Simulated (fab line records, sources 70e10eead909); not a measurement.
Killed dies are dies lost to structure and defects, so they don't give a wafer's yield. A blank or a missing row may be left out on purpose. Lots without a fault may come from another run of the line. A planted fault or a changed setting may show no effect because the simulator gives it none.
Chamber matching | flow nand_harc | NHARC_A_CONTACT_DESCUM_47 on rie_diel-07: 4 sister chambers
The step chemistry O2, time 3 s. 24 wafers are shown with their chamber, then 12 later ones without.

WAFERS WITH THEIR CHAMBER
wafer  | chamber | showerhead_plenum_p_Torr (Torr) | drypump_motor_current_A (A) | rf_vpp_V (V)
L075.1 | 1       | 1.91                            | 5.9                         | 57.5
L075.2 | 3       | 1.78                            | 5.5                         | 56.7
L075.3 | 0       | 2.08                            | 5.9                         | 57.7
L077.3 | 1       | 1.91                            | 5.9                         | 58.3
L077.5 | 2       | 1.88                            | 6.0                         | 57.3
L077.6 | 1       | 1.91                            | 5.9                         | 58.5
L078.1 | 1       | 1.91                            | 5.9                         | 57.8
L078.2 | 3       | 1.78                            | 5.6                         | 57.4
L078.5 | 1       | 1.91                            | 5.9                         | 57.7
L081.1 | 2       | 1.87                            | 6.0                         | 56.4
L081.4 | 1       | 1.91                            | 5.9                         | 57.6
L081.6 | 3       | 1.78                            | 5.6                         | 57.7
L083.1 | 0       | 2.07                            | 5.9                         | 58.5
L083.2 | 3       | 1.78                            | 5.6                         | 57.9
L083.6 | 3       | 1.78                            | 5.5                         | 57.4
L085.2 | 1       | 1.90                            | 5.9                         | 57.0
L085.4 | 2       | 1.87                            | 6.0                         | 57.2
L085.6 | 3       | 1.78                            | 5.5                         | 58.2
L087.1 | 0       | 2.07                            | 6.0                         | 59.6
L087.2 | 1       | 1.90                            | 5.8                         | 59.4
L087.5 | 1       | 1.90                            | 5.8                         | 57.1
L089.1 | 0       | 2.07                            | 5.9                         | 58.7
L089.4 | 2       | 1.87                            | 6.0                         | 56.9
L089.5 | 3       | 1.77                            | 5.5                         | 59.2

SIGNATURES (means of the wafers above)
reading                  | chamber 0 | chamber 1 | chamber 2 | chamber 3 | scatter within a chamber
showerhead_plenum_p_Torr | 2.0725    | 1.9067    | 1.8725    | 1.7786    | 0.00467
drypump_motor_current_A  | 5.925     | 5.878     | 6.000     | 5.543     | 0.0448
rf_vpp_V                 | 58.625    | 57.878    | 56.950    | 57.786    | 0.725
Rule: a wafer's distance from a chamber is the root of the sum, over the readings, of the square of ((its reading less the chamber's mean) divided by the reading's scatter). The wafer belongs to the nearest chamber; if the next one is less than 2 further off, it can't be placed. The scatter: the root of (the sum of the squares of (reading less its chamber's mean) over the shown wafers, divided by (wafers less chambers)).

WAFERS WITHOUT THEIR CHAMBER
wafer  | showerhead_plenum_p_Torr (Torr) | drypump_motor_current_A (A) | rf_vpp_V (V)
L092.1 | 2.06                            | 5.9                         | 59.0
L092.2 | 1.90                            | 5.9                         | 59.1
L092.5 | 1.87                            | 6.0                         | 58.6
L095.2 | 1.87                            | 6.0                         | 59.3
L095.3 | 2.06                            | 5.9                         | 57.7
L095.6 | 2.06                            | 5.9                         | 58.1
L097.1 | 1.77                            | 5.6                         | 59.3
L097.3 | 2.06                            | 5.9                         | 59.4
L097.6 | 1.77                            | 5.6                         | 55.8
L096.1 | 1.87                            | 6.0                         | 57.7
L096.3 | 1.77                            | 5.5                         | 57.5
L096.4 | 1.90                            | 5.8                         | 58.3

WHICH CHAMBER EACH WENT THROUGH
wafer  | from the rows above | in truth
L092.1 | 0                   | 0
L092.2 | 1                   | 1
L092.5 | 2                   | 2
L095.2 | 2                   | 2
L095.3 | 0                   | 0
L095.6 | 0                   | 0
L097.1 | 3                   | 3
L097.3 | 0                   | 0
L097.6 | 3                   | 3
L096.1 | 2                   | 2
L096.3 | 3                   | 3
L096.4 | 1                   | 1
Placed correctly: 12 of 12. Can't be placed from these rows: 0. Placed wrongly: 0.
